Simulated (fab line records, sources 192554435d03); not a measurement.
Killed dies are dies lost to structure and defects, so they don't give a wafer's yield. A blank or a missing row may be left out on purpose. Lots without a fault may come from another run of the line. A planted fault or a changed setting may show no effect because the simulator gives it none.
Chamber matching | flow n5_finfet | N5_MOL_CONTACT_COAG_ALD_131 on ald_sin-03: 4 sister chambers
The step deposits SiO2, target thk 5 nm, pulse time 1 s, co reactant pulse time 1 s. 8 wafers are shown with their chamber, then 9 later ones without.

WAFERS WITH THEIR CHAMBER
wafer  | chamber | heater_power_w (W) | chamber_pressure_Torr (Torr)
L076.1 | 0       | 91                 | 1.995
L077.2 | 1       | 60                 | 1.997
L081.4 | 1       | 59                 | 2.007
L087.5 | 3       | 82                 | 2.005
L087.6 | 2       | 79                 | 2.016
L090.1 | 2       | 76                 | 1.995
L090.5 | 3       | 77                 | 1.999
L090.6 | 0       | 85                 | 1.998

WAFERS WITHOUT THEIR CHAMBER
wafer  | heater_power_w (W) | chamber_pressure_Torr (Torr)
L091.1 | 78                 | 2.007
L091.5 | 60                 | 1.998
L091.6 | 87                 | 1.996
L092.1 | 61                 | 1.996
L092.3 | 86                 | 2.003
L092.4 | 77                 | 2.003
L093.2 | 78                 | 1.999
L093.4 | 62                 | 1.992
L093.5 | 80                 | 2.000

WHICH CHAMBER EACH WENT THROUGH
wafer  | from the rows above          | in truth
L091.1 | can't be placed: 2 or 3      | 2
L091.5 | 1                            | 1
L091.6 | 0                            | 0
L092.1 | 1                            | 1
L092.3 | can't be placed: 0 or 3 or 2 | 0
L092.4 | can't be placed: 2 or 3      | 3
L093.2 | can't be placed: 3 or 2      | 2
L093.4 | 1                            | 1
L093.5 | can't be placed: 3 or 2      | 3
Placed correctly: 4 of 9. Can't be placed from these rows: 5 (the true chamber is among the candidates in 5). Placed wrongly: 0.
How it was worked out, from the rows above alone: a wafer's distance from a chamber is the root of the sum, over the readings, of the square of ((its reading less the chamber's mean) divided by the reading's scatter). The wafer belongs to the nearest chamber; if the next one is less than 2 further off, it can't be placed. A chamber's mean is the mean of its shown wafers. The scatter: the root of (the sum of the squares of (reading less its chamber's mean) over the shown wafers, divided by (wafers less chambers)).
